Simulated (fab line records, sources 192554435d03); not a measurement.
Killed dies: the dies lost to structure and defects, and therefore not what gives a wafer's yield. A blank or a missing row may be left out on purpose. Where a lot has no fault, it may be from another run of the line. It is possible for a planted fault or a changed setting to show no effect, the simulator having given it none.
fab line records | flow n5-finfet | part 1 of 2: steps 1 to 21 of 30
[record] lots = 5 wafers = 15 last-day = 18
route steps=1938 shown FIN_SAQP@153 FIN_CUT@154
lots with no fault: from the same line, run without faults
start-h: hours from the record's opening day to when the first of the lot's shown wafers began | wait-h: hours elapsed since this lot's preceding step | " unchanged from the row above | L1.1+2: a row that stands for several wafers | - no value present, or no start provided | * or withheld: withheld | < > ~ a bound
route shown NAME@n: names a module that has steps shown in the file, with the first one's number in the route | usual: the fault-free wafers' mean and standard deviation | same: alike in all rows | chamber/n: place in a boat | sites: readings site by site | _std_site: standard deviation across them | _edge_site: mean of outer sites minus mean of inner sites | radius-mm: how far each site lies from the wafer's centre | mask NAME#n: copy n | behind: the tool/chamber that last shaped the wafer | hold: reason for holding the lot/hours on hold/outcome of the hold | device: whichever transistor did not switch (one of n, p or np) | end of line: tests of these same wafers at the route's end | for a step that has no rows: nothing shown but its recipe | killed: the dies lost at the first sort to structure and to defects; this is not the yield of the wafer | map: dies across one wafer; x = killed, . = not, _ = none there
set.NAME: the run value of the setting; set.NAME@STEP: its run value at that earlier step | model.NAME: the simulator's own value behind a step, which no gauge read
a table for each step, a row for each wafer; lots at some steps of the route
services: when a tool's chamber went out of use (start-h, in hours from the record's first day, below 0 if earlier), for how many hours, and the reason
[[steps]]
[step N5_FIN_SAQP_INSPECT_40]
[recipe] inspect-instrument = brightfield mode = aei
[usual] raw-defect-count = 222/64
// columns lot.wafer tool chamber start-h wait-h raw-defect-count
L082.2 defect-inspect-02 - 74.90 0.0 105
L082.5 " - " " 193
L082.6 " - " " 188
L087.1 defect-inspect-02 - 105.27 0.0 307
L087.4 " - " " 217
L087.6 " - " " 425
L088.1 defect-inspect-02 - 109.89 0.0 180
L088.3 " - " " 200
L088.6 " - " " 274
L090.2 defect-inspect-02 - 122.37 0.0 307
L090.3 " - " " 237
L090.6 " - " " 185
L092.3 defect-inspect-01 - 134.74 0.0 241
L092.4 " - " " 225
L092.6 " - " " 270
[step N5_FIN_CUT_COAT_18]
[recipe] resist = SOC temp-c = 250 time-s = 60 spin-rpm = 1500 resist-thk-nm = 230
// columns lot.wafer tool chamber start-h wait-h
L082.2+5+6 litho-track-04 0 74.93 0.0
L087.1+4+6 litho-track-04 0 105.30 0.0
L088.1+3+6 litho-track-02 0 109.92 0.0
L090.2+3+6 litho-track-02 0 122.41 0.0
L092.3+4+6 litho-track-05 0 134.77 0.0
[step N5_FIN_CUT_COAT_19]
[recipe] resist = SiARC temp-c = 220 time-s = 60 spin-rpm = 1500 resist-thk-nm = 20
// columns lot.wafer tool chamber start-h wait-h
L082.2+5+6 litho-track-04 0 - -
L087.1+4+6 litho-track-04 0 - -
L088.1+3+6 litho-track-02 0 - -
L090.2+3+6 litho-track-02 0 - -
L092.3+4+6 litho-track-05 0 - -
[step N5_FIN_CUT_COAT_29]
[recipe] resist = underlayer temp-c = 205 time-s = 60 spin-rpm = 1500 resist-thk-nm = 10
// columns lot.wafer tool chamber start-h wait-h
L082.2+5+6 litho-track-04 0 - -
L087.1+4+6 litho-track-04 0 - -
L088.1+3+6 litho-track-02 0 - -
L090.2+3+6 litho-track-02 0 - -
L092.3+4+6 litho-track-05 0 - -
[step N5_FIN_CUT_COAT_02]
[recipe] resist = CAR-EUV spin-rpm = 1500 resist-thk-nm = 30
// columns lot.wafer tool chamber start-h wait-h
L082.2+5+6 litho-track-04 0 - -
L087.1+4+6 litho-track-04 0 - -
L088.1+3+6 litho-track-02 0 - -
L090.2+3+6 litho-track-02 0 - -
L092.3+4+6 litho-track-05 0 - -
[step N5_FIN_CUT_EBR_04]
[recipe] solvent = PGMEA ebr-width-mm = 1.5
// columns lot.wafer tool chamber start-h wait-h
L082.2+5+6 litho-track-04 0 - -
L087.1+4+6 litho-track-04 0 - -
L088.1+3+6 litho-track-02 0 - -
L090.2+3+6 litho-track-02 0 - -
L092.3+4+6 litho-track-05 0 - -
[step N5_FIN_CUT_SOFTBAKE_03]
[recipe] temp-c = 110 time-s = 60 resist = CAR-EUV
// columns lot.wafer tool chamber start-h wait-h
L082.2+5+6 litho-track-04 0 - -
L087.1+4+6 litho-track-04 0 - -
L088.1+3+6 litho-track-02 0 - -
L090.2+3+6 litho-track-02 0 - -
L092.3+4+6 litho-track-05 0 - -
[step N5_FIN_CUT_EXPOSE_05]
[recipe] mask-id = FIN_CUT na = 0.33 source-shape = annular sigma-inner = 0.35 sigma-outer = 0.8 polarization = unpolarized dose-mj = 45.75
[usual] reticle-temp-C = 22.98/0.1
// columns lot.wafer tool chamber start-h wait-h mask reticle-temp-C
L082.2 euv-scanner-02 0 75.07 - FIN_CUT#0 22.93
L082.5 " 0 " " FIN_CUT#0 23.05
L082.6 " 0 " " FIN_CUT#0 22.88
L087.1 euv-scanner-02 0 105.44 - FIN_CUT#0 23.15
L087.4 " 0 " " FIN_CUT#0 23.04
L087.6 " 0 " " FIN_CUT#0 23.11
L088.1 euv-scanner-02 0 110.06 - FIN_CUT#0 23.22
L088.3 " 0 " " FIN_CUT#0 23.01
L088.6 " 0 " " FIN_CUT#0 23.06
L090.2 euv-scanner-02 0 122.55 - FIN_CUT#0 23.01
L090.3 " 0 " " FIN_CUT#0 22.92
L090.6 " 0 " " FIN_CUT#0 22.82
L092.3 euv-scanner-02 0 135.10 - FIN_CUT#0 23.24
L092.4 " 0 " " FIN_CUT#0 23.17
L092.6 " 0 " " FIN_CUT#0 22.98
[step N5_FIN_CUT_PEB_06]
[recipe] peb-temp-c = 100 peb-time-s = 60 resist = CAR-EUV
[same] peb-time-s = 60
// columns lot.wafer tool chamber start-h wait-h
L082.2+5+6 litho-track-04 0 75.13 0.1
L087.1+4+6 litho-track-04 0 105.51 0.1
L088.1+3+6 litho-track-04 0 110.12 0.1
L090.2+3+6 litho-track-02 0 122.61 0.1
L092.3+4+6 litho-track-05 0 135.15 0.0
[step N5_FIN_CUT_DEVELOP_07]
[recipe] develop-time-s = 30 developer = TMAH resist = CAR-EUV rinse-liquid = surfactant-rinse dry = air-spin dev-temp-c = 23
// columns lot.wafer tool chamber start-h wait-h
L082.2+5+6 litho-track-04 0 - -
L087.1+4+6 litho-track-04 0 - -
L088.1+3+6 litho-track-04 0 - -
L090.2+3+6 litho-track-02 0 - -
L092.3+4+6 litho-track-05 0 - -
[step N5_FIN_CUT_CD_MEAS_08]
[recipe] target-cd-nm = 29.1 landing-energy-ev = 500 detector = se-inlens polarity = opening
[usual] cd-nm = 29.08/0.22
[same] landing-energy-ev = 500
// columns lot.wafer tool chamber start-h wait-h cd-nm
L082.2 cd-sem-03 0 75.20 - 28.72
L082.5 " 0 " " 29.27
L082.6 " 0 " " 29.20
L087.1 cd-sem-01 0 105.57 - 28.97
L087.4 " 0 " " 28.60
L087.6 " 0 " " 28.66
L088.1 cd-sem-03 0 110.19 - 29.46
L088.3 " 0 " " 29.13
L088.6 " 0 " " 29.08
L090.2 cd-sem-02 0 122.68 - 29.06
L090.3 " 0 " " 29.16
L090.6 " 0 " " 28.99
L092.3 cd-sem-03 0 135.22 - 28.78
L092.4 " 0 " " 29.04
L092.6 " 0 " " 28.89
[step N5_FIN_CUT_OVL_MEAS_09]
[recipe] points-per-wafer = 522
[usual] FIN_CUT_OVL = 0.3/0.62
// columns lot.wafer tool chamber start-h wait-h FIN_CUT_OVL[nm]
L082.2 overlay-02 0 75.24 0.0 1.0
L082.5 " 0 " " 0.8
L082.6 " 0 " " 1.5
L087.1 overlay-01 0 105.60 0.0 -0.1
L087.4 " 0 " " 0.5
L087.6 " 0 " " 0.7
L088.1 overlay-02 0 110.22 0.0 0.7
L088.3 " 0 " " 0.9
L088.6 " 0 " " 0.3
L090.2 overlay-02 0 122.71 0.0 0.7
L090.3 " 0 " " 0.7
L090.6 " 0 " " 0.4
L092.3 overlay-02 0 135.26 0.0 -0.3
L092.4 " 0 " " 1.1
L092.6 " 0 " " 1.1
[step N5_FIN_CUT_INSPECT_10]
[recipe] mode = adi inspect-instrument = brightfield
[usual] raw-defect-count = 42/11
// columns lot.wafer tool chamber start-h wait-h raw-defect-count
L082.2 defect-inspect-02 - 75.29 0.0 27
L082.5 " - " " 48
L082.6 " - " " 43
L087.1 defect-inspect-01 - 105.67 0.1 79
L087.4 " - " " 45
L087.6 " - " " 71
L088.1 defect-inspect-01 - 110.28 0.1 43
L088.3 " - " " 34
L088.6 " - " " 53
L090.2 defect-inspect-02 - 122.77 0.0 54
L090.3 " - " " 46
L090.6 " - " " 34
L092.3 defect-inspect-01 - 135.31 0.0 42
L092.4 " - " " 46
L092.6 " - " " 44
[step N5_FIN_CUT_DESCUM_13]
[recipe] chemistry = O2 time-s = 7 source-power-w = 50 bias-power-w = 20 pressure-mtorr = 20 rf-frequency-hz = 2.712e+07 temp-c = 40 resist = CAR-EUV o2-flow-sccm = 225
[usual] drypump-motor-current-A = 5.7/0.41 oes-product-au = 0.78/0.087 rf-vpp-V = 243.3/1.3 showerhead-plenum-p-Torr = 2.09/0.064 throttle-valve-pct = 20.50/0.19
// columns lot.wafer tool chamber start-h wait-h drypump-motor-current-A oes-product-au rf-hours-counter-h rf-vpp-V showerhead-plenum-p-Torr throttle-valve-pct
L082.2 rie-diel-02 0 75.32 0.0 4.8 0.70 223 243.6 2.16 20.77
L082.5 " 0 " " 4.8 0.69 - 245.8 2.16 20.78
L082.6 " 1 " " 5.6 0.78 - 244.6 2.02 20.66
L087.1 rie-diel-02 0 105.72 0.0 4.8 0.69 230 243.6 2.16 20.77
L087.4 " 2 " " 6.1 0.90 41 243.2 2.05 20.43
L087.6 " 1 " " 5.6 0.77 - 241.7 2.01 20.69
L088.1 rie-diel-02 3 110.31 0.0 5.9 0.75 159 241.9 2.01 20.37
L088.3 " 3 " " 5.9 0.74 - 242.9 2.01 20.35
L088.6 " 3 " " 5.9 0.75 - 240.5 2.01 20.35
L090.2 rie-diel-05 1 122.80 0.0 5.3 0.93 27 243.5 2.14 20.19
L090.3 " 0 " " 5.8 0.70 201 243.7 2.08 20.30
L090.6 " 3 " " 6.4 0.78 - 242.1 2.09 20.66
L092.3 rie-diel-05 1 135.41 0.1 5.3 0.92 32 245.1 2.14 20.19
L092.4 " 2 " " 6.2 1.01 0 242.8 2.05 20.36
L092.6 " 2 " " 6.2 1.01 - 241.6 2.05 20.36
[step N5_FIN_CUT_ETCH_30]
[recipe] chemistry = N2/H2 target = underlayer target-depth-a = 130 mask-material = CAR-EUV time-s = 10.4 ion-energy-ev = 200 pressure-mtorr = 30 source-w = 840 bias-w = 150 n2-flow-sccm = 200 h2-flow-sccm = 200 ends = cleared
[usual] drypump-motor-current-A = 5.7/0.41 etch-rf-on-time-s = 10.42/0.17 n2-flow-sccm = 200.0/0.54 oes-product-au = 0.66/0.072 rf-vpp-V = 523.7/2.4 showerhead-plenum-p-Torr = 2.53/0.079 throttle-valve-pct = 17.94/0.19
// columns lot.wafer tool chamber start-h wait-h drypump-motor-current-A etch-rf-on-time-s n2-flow-sccm oes-product-au rf-hours-counter-h rf-vpp-V showerhead-plenum-p-Torr throttle-valve-pct
L082.2 rie-diel-02 0 75.36 0.0 4.8 10.51 200.1 0.60 223 527.0 2.61 18.15
L082.5 " 0 " " 4.8 10.51 199.6 0.60 - 526.5 2.61 18.14
L082.6 " 1 " " 5.6 10.40 199.1 0.66 - 521.1 2.45 18.07
L087.1 rie-diel-02 0 105.75 0.0 4.8 10.62 199.1 0.59 230 524.8 2.61 18.16
L087.4 " 2 " " 6.1 10.23 199.3 0.77 41 522.3 2.48 17.80
L087.6 " 1 " " 5.6 10.50 200.2 0.65 - 521.8 2.44 18.11
L088.1 rie-diel-02 3 110.37 0.0 5.9 10.31 199.9 0.64 159 521.3 2.44 17.88
L088.3 " 3 " " 5.9 10.31 200.0 0.64 - 521.3 2.44 17.87
L088.6 " 3 " " 5.9 10.25 199.6 0.64 - 521.2 2.44 17.88
L090.2 rie-diel-05 1 122.83 0.0 5.4 10.47 200.3 0.77 27 526.0 2.60 17.62
L090.3 " 0 " " 5.8 10.81 199.8 0.60 201 523.8 2.51 17.74
L090.6 " 3 " " 6.3 10.23 200.5 0.67 - 524.1 2.54 18.09
L092.3 rie-diel-05 1 135.44 0.0 5.4 10.50 200.7 0.77 32 524.6 2.60 17.61
L092.4 " 2 " " 6.2 10.26 199.5 0.86 0 523.8 2.50 17.70
L092.6 " 2 " " 6.2 10.26 199.8 0.87 - 523.0 2.50 17.69
[step N5_FIN_CUT_ETCH_20]
[recipe] chemistry = CF4 target = SiARC target-depth-a = 260 mask-material = CAR-EUV time-s = 43.3 ion-energy-ev = 80 pressure-mtorr = 40 source-w = 545 bias-w = 36 Ar_flow_sccm = 100 cf4-flow-sccm = 100 ends = cleared
[usual] drypump-motor-current-A = 5.7/0.41 etch-rf-on-time-s = 43.3/0.72 oes-product-au = 0.66/0.072 rf-vpp-V = 184.1/1 showerhead-plenum-p-Torr = 2.14/0.063 throttle-valve-pct = 15.66/0.21
// columns lot.wafer tool chamber start-h wait-h drypump-motor-current-A etch-rf-on-time-s oes-product-au rf-hours-counter-h rf-vpp-V showerhead-plenum-p-Torr throttle-valve-pct
L082.2 rie-diel-02 0 75.38 0.0 4.8 43.7 0.60 223 183.7 2.20 15.90
L082.5 " 0 " " 4.8 43.2 0.60 - 184.0 2.20 15.90
L082.6 " 1 " " 5.6 43.2 0.66 - 183.3 2.06 15.73
L087.1 rie-diel-02 0 105.77 0.0 4.8 43.4 0.59 230 185.2 2.20 15.92
L087.4 " 2 " " 6.1 42.4 0.77 41 183.7 2.10 15.54
L087.6 " 1 " " 5.6 42.9 0.66 - 183.6 2.05 15.75
L088.1 rie-diel-02 3 110.40 0.0 5.9 42.6 0.64 159 183.7 2.06 15.55
L088.3 " 3 " " 5.9 42.4 0.65 - 181.9 2.06 15.55
L088.6 " 3 " " 5.9 42.8 0.64 - 182.1 2.06 15.54
L090.2 rie-diel-05 1 122.85 0.0 5.4 43.4 0.78 27 185.4 2.18 15.26
L090.3 " 0 " " 5.8 44.4 0.60 201 183.9 2.13 15.49
L090.6 " 3 " " 6.3 42.6 0.67 - 184.5 2.14 15.85
L092.3 rie-diel-05 1 135.46 0.0 5.4 43.2 0.78 32 185.1 2.18 15.26
L092.4 " 2 " " 6.2 42.7 0.87 0 184.0 2.11 15.51
L092.6 " 2 " " 6.2 43.3 0.86 - 184.5 2.11 15.52
[step N5_FIN_CUT_ETCH_21]
[recipe] chemistry = N2/H2 target = SOC target-depth-a = 2190 overetch-a = 438 mask-material = SiARC temp-c = 40 ion-energy-ev = 100 bias-w = 61 time-s = 523.5 pressure-mtorr = 30 source-w = 850 n2-flow-sccm = 200 h2-flow-sccm = 200
[usual] drypump-motor-current-A = 5.7/0.41 n2-flow-sccm = 200.0/0.6 oes-product-au = 0.71/0.075 rf-vpp-V = 240.5/1.4 showerhead-plenum-p-Torr = 2.53/0.079 throttle-valve-pct = 17.90/0.19
// columns lot.wafer tool chamber start-h wait-h drypump-motor-current-A n2-flow-sccm oes-product-au rf-hours-counter-h rf-vpp-V showerhead-plenum-p-Torr throttle-valve-pct
L082.2 rie-diel-02 0 75.41 0.0 4.8 199.8 0.65 223 241.8 2.61 18.10
L082.5 " 0 " " 4.8 199.8 0.65 - 240.4 2.61 18.11
L082.6 " 1 " " 5.6 200.5 0.72 - 238.9 2.45 18.02
L087.1 rie-diel-02 0 105.81 0.0 4.8 199.7 0.64 230 242.2 2.61 18.13
L087.4 " 2 " " 6.1 199.9 0.82 41 239.9 2.48 17.76
L087.6 " 1 " " 5.6 199.5 0.71 - 239.2 2.44 18.04
L088.1 rie-diel-02 3 110.45 0.0 5.9 200.4 0.69 159 238.9 2.44 17.84
L088.3 " 3 " " 5.9 200.3 0.69 - 239.8 2.44 17.81
L088.6 " 3 " " 5.9 200.2 0.69 - 237.3 2.44 17.81
L090.2 rie-diel-05 1 122.89 0.0 5.4 199.9 0.84 27 241.3 2.60 17.55
L090.3 " 0 " " 5.8 199.6 0.66 202 239.6 2.52 17.68
L090.6 " 3 " " 6.4 200.7 0.72 - 242.5 2.54 18.03
L092.3 rie-diel-05 1 135.50 0.0 5.3 200.2 0.83 32 242.2 2.60 17.57
L092.4 " 2 " " 6.2 199.2 0.93 0 240.6 2.50 17.66
L092.6 " 2 " " 6.2 198.9 0.93 - 241.2 2.50 17.66
[step N5_FIN_CUT_STRIP_23]
[recipe] chemistry = N2/H2 temp-c = 40 n2-flow-sccm = 200 h2-flow-sccm = 200 rf-frequency-hz = 6e+07
// columns lot.wafer tool chamber start-h wait-h
L082.2+5+6 rie-diel-02 0,0,1 75.72 0.2
L087.1+4+6 rie-diel-02 0,2,1 106.11 0.2
L088.1+3+6 rie-diel-02 3 110.91 0.3
L090.2+3+6 rie-diel-05 1,0,3 123.20 0.2
L092.3+4+6 rie-diel-05 1,2,2 135.81 0.2
[step N5_FIN_CUT_STRIP_31]
[recipe] chemistry = N2/H2 temp-c = 40 n2-flow-sccm = 200 h2-flow-sccm = 200 rf-frequency-hz = 6e+07
// columns lot.wafer tool chamber start-h wait-h
L082.2+5+6 rie-diel-02 0,0,1 75.73 0.0
L087.1+4+6 rie-diel-02 0,2,1 106.12 0.0
L088.1+3+6 rie-diel-02 3 110.92 0.0
L090.2+3+6 rie-diel-05 1,0,3 123.21 0.0
L092.3+4+6 rie-diel-05 1,2,2 135.82 0.0
[step N5_FIN_CUT_STRIP_24]
[recipe] chemistry = CF4 resist = SiARC power-w = 300 bias-power-w = 75 pressure-mtorr = 50 cf4-flow-sccm = 150 rf-frequency-hz = 6e+07
[usual] drypump-motor-current-A = 5.7/0.41 oes-product-au = 0.77/0.08 rf-vpp-V = 271.1/1.4 showerhead-plenum-p-Torr = 1.79/0.052 throttle-valve-pct = 13.63/0.22
// columns lot.wafer tool chamber start-h wait-h drypump-motor-current-A oes-product-au rf-hours-counter-h rf-vpp-V showerhead-plenum-p-Torr throttle-valve-pct
L082.2 rie-diel-02 0 75.74 0.0 4.8 0.69 223 272.6 1.85 13.90
L082.5 " 0 " " 4.8 0.69 - 272.9 1.85 13.91
L082.6 " 1 " " 5.6 0.77 - 269.9 1.72 13.71
L087.1 rie-diel-02 0 106.13 0.0 4.8 0.69 230 272.0 1.84 13.95
L087.4 " 2 " " 6.1 0.87 41 271.1 1.75 13.44
L087.6 " 1 " " 5.6 0.76 - 269.1 1.72 13.74
L088.1 rie-diel-02 3 110.94 0.0 5.9 0.74 160 270.6 1.73 13.54
L088.3 " 3 " " 5.9 0.74 - 270.6 1.73 13.55
L088.6 " 3 " " 5.9 0.74 - 268.6 1.73 13.54
L090.2 rie-diel-05 1 123.22 0.0 5.3 0.90 28 271.2 1.82 13.17
L090.3 " 0 " " 5.8 0.70 202 270.1 1.78 13.48
L090.6 " 3 " " 6.4 0.77 - 273.0 1.79 13.82
L092.3 rie-diel-05 1 135.83 0.0 5.4 0.89 32 271.5 1.82 13.19
L092.4 " 2 " " 6.2 0.98 0 271.6 1.77 13.45
L092.6 " 2 " " 6.2 0.99 - 271.5 1.77 13.45
[step N5_FIN_CUT_CUT_ETCH_26]
[recipe] chemistry = CH3F/O2 target = SiNx target-depth-a = 390 mask-material = SOC time-s = 55.7 pressure-mtorr = 30 source-w = 395 bias-w = 73 Ar_flow_sccm = 150 CH3F_flow_sccm = 30 O2_flow_sccm = 20 ion-energy-ev = 120
[usual] drypump-motor-current-A = 5.7/0.41 oes-product-au = 0.78/0.085 rf-vpp-V = 297.1/2.6 showerhead-plenum-p-Torr = 2.00/0.062 throttle-valve-pct = 16.43/0.2
// columns lot.wafer tool chamber start-h wait-h drypump-motor-current-A oes-product-au rf-hours-counter-h rf-vpp-V showerhead-plenum-p-Torr throttle-valve-pct
L082.2 rie-diel-02 0 75.76 0.0 4.8 0.69 223 297.2 2.05 16.65
L082.5 " 0 " " 4.8 0.70 - 296.4 2.05 16.63
L082.6 " 1 " " 5.6 0.77 - 293.3 1.92 16.50
L087.1 rie-diel-02 0 106.15 0.0 4.8 0.70 230 297.6 2.05 16.66
L087.4 " 2 " " 6.0 0.89 41 296.3 1.96 16.32
L087.6 " 1 " " 5.6 0.76 - 292.3 1.92 16.54
L088.1 rie-diel-02 3 110.97 0.0 5.9 0.75 160 292.2 1.92 16.28
L088.3 " 3 " " 5.9 0.75 - 290.7 1.92 16.27
L088.6 " 3 " " 5.9 0.75 - 290.5 1.92 16.28
L090.2 rie-diel-05 1 123.24 0.0 5.3 0.91 28 300.1 2.05 16.06
L090.3 " 0 " " 5.8 0.70 202 296.5 1.98 16.23
L090.6 " 3 " " 6.4 0.77 - 300.2 2.00 16.63
L092.3 rie-diel-05 1 135.85 0.0 5.3 0.91 32 300.2 2.04 16.07
L092.4 " 2 " " 6.2 1.00 0 297.6 1.97 16.25
L092.6 " 2 " " 6.2 1.00 - 298.7 1.97 16.26
